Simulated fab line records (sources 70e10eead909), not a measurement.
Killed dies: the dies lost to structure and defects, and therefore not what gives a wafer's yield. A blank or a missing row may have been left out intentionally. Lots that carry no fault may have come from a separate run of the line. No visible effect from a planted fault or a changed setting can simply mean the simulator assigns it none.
Problem report in the 8D (eight disciplines) form, filled by code	flow nand_harc	the parts of the form that need people (team, actions taken, sign-off) are left out

## 1. WHAT WENT WRONG
killed_at_array at NHARC_END_SORT_01 reads a mean of 673 on 2 wafers of 2 lots; wafers without a fault read 58 with a standard deviation of 20. That is +31 standard deviations from the usual mean.
Earliest sighting: wafer L280.3 on prober-01 at day 29 17:22. At this step, 9 wafers from 3 lots have a number in the record. Rule for "out", or "out of limits": more than 4 standard deviations from the usual mean. All remaining wafers that have a number are taken as sound.

## 2. WHAT IT IS; WHAT IT IS NOT
question	is	is not
which readings at this step	killed_at_array, killed_dies	killed_at_other, killed_at_periphery, killed_open, killed_short
which lots	L280, L282	L277
which wafers of those lots	L280.3, L282.6	L280.2, L280.4, L282.3, L282.4
read on which gauges	prober-01	prober-02
when	from day 29 17:22	up to then (4 sound wafers); but 3 sound wafers of L280, L282 came after

## 3. SUSPECTS, AND WHAT RULES EACH OUT
Counting: any tool at a process step up to the reading remains a suspect provided it ran every lot that is out. Sound lots after the first of them don't rule it out here, since some wafers of a struck lot are sound.
- the gauge at NHARC_END_SORT_01 is ruled out. All the wafers that are out were read on prober-01, but those of them that NHARC_A_SGD_CUT_ETCH_58 has rows for are out there too, on other tools.
- cmp-04 at NHARC_A_STAIRCASE_CMP_472 (polishes SiO2): kept. Ran every lot that is out, first one L280 (day 23 20:34); last sound lot up to then L277 (day 22 10:56).
- rie_diel-02 at NHARC_A_SGD_CUT_ETCH_58 (etches the open film in CF4, target depth 39 nm, time 65 s): kept. It ran every lot that is out, first L280 (day 23 21:58). Out on those wafers are its own readings of oes_product_au.
- acl_dep-03 at NHARC_A_SLIT_DEP_00 (deposits aC, target thk 6200 nm): kept. It ran every lot that is out, first L280 (day 24 09:18).
- At NHARC_A_SGD_CUT_ETCH_58, inside rie_diel-02: chamber 0 took the wafers that are out, while their sound lot-mates went through chambers 1, 2, 3.
After the count, these remain: cmp-04 at NHARC_A_STAIRCASE_CMP_472, rie_diel-02 at NHARC_A_SGD_CUT_ETCH_58 and acl_dep-03 at NHARC_A_SLIT_DEP_00.

## 4. THE CAUSE (what the simulator had put in)
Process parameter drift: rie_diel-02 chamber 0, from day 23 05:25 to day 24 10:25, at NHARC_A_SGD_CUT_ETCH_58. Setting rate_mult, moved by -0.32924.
Counting left 3 suspects, and this tool is among them.

## 5. SEQUENCE OF EFFECTS, ordered by route
One row per reading whose mean, taken over the struck wafers that have a number, lies over 3 standard deviations from the usual. Readings are gone through only where the record gives a usual standard deviation; hours: the median, over the lots, of the time from a lot's start at the first step in this table giving one to that lot's start at this step; sigmas: the change measured in usual standard deviations.
hours	step	reading	usual	on struck wafers	change	sigmas
0	NHARC_A_SGD_CUT_ETCH_58	oes_product_au	0.999 a.u.	0.792	-0.207	-25
155	NHARC_END_SORT_01	killed_at_array	58	673	+615	+31
155	NHARC_END_SORT_01	killed_dies	63	677	+614	+31
It contains these process steps:
- NHARC_A_SGD_CUT_ETCH_58: etches the open film in CF4, target depth 39 nm, time 65 s.

## 6. WHAT WOULD HAVE CAUGHT IT SOONER
156 hours passed between the start of the fault at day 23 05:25 and the first reading out of limits at a measuring or inspecting step in this record, taken at day 29 17:22.
At NHARC_A_SGD_CUT_ETCH_58, the tool's own readings (oes_product_au) were out on each struck wafer the step has a row for, so an alarm limit on them would have fired on the first such wafer.
Each of the lots that are out, 2 in all, had begun NHARC_A_SGD_CUT_ETCH_58 on rie_diel-02 no later than day 29 17:22. Holding the tool at that point would not have protected any of them.
